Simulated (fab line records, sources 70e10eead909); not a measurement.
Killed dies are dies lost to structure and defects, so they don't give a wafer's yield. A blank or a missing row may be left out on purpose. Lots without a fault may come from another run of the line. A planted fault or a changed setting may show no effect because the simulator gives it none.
Chamber matching | flow nand_harc | NHARC_A_M0_PRE_CLEAN_31 on pecvd-04: 3 sister chambers
The step time 12 s. 6 wafers are shown with their chamber, then 12 later ones without.

WAFERS WITH THEIR CHAMBER
wafer  | chamber | heater_power_w (W)
L090.2 | 1       | 631
L090.4 | 1       | 607
L090.5 | 2       | 702
L090.1 | 0       | 568
L090.3 | 2       | 704
L090.6 | 0       | 567

WAFERS WITHOUT THEIR CHAMBER
wafer  | heater_power_w (W)
L091.1 | 652
L091.4 | 504
L091.5 | 650
L096.1 | 649
L096.2 | 724
L096.3 | 504
L097.1 | 749
L097.3 | 544
L097.5 | 688
L097.2 | 680
L097.4 | 764
L097.6 | 533

WHICH CHAMBER EACH WENT THROUGH
wafer  | from the rows above     | in truth
L091.1 | can't be placed: 1 or 2 | 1
L091.4 | 0                       | 0
L091.5 | 1                       | 1
L096.1 | 1                       | 1
L096.2 | 2                       | 2
L096.3 | 0                       | 0
L097.1 | 2                       | 2
L097.3 | 0                       | 0
L097.5 | 2                       | 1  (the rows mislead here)
L097.2 | 2                       | 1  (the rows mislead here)
L097.4 | 2                       | 2
L097.6 | 0                       | 0
Placed correctly: 9 of 12. Can't be placed from these rows: 1 (the true chamber is among the candidates in 1). Placed wrongly: 2.
How it was worked out, from the rows above alone: a wafer's distance from a chamber is the root of the sum, over the readings, of the square of ((its reading less the chamber's mean) divided by the reading's scatter). The wafer belongs to the nearest chamber; if the next one is less than 2 further off, it can't be placed. A chamber's mean is the mean of its shown wafers. The scatter: the root of (the sum of the squares of (reading less its chamber's mean) over the shown wafers, divided by (wafers less chambers)).
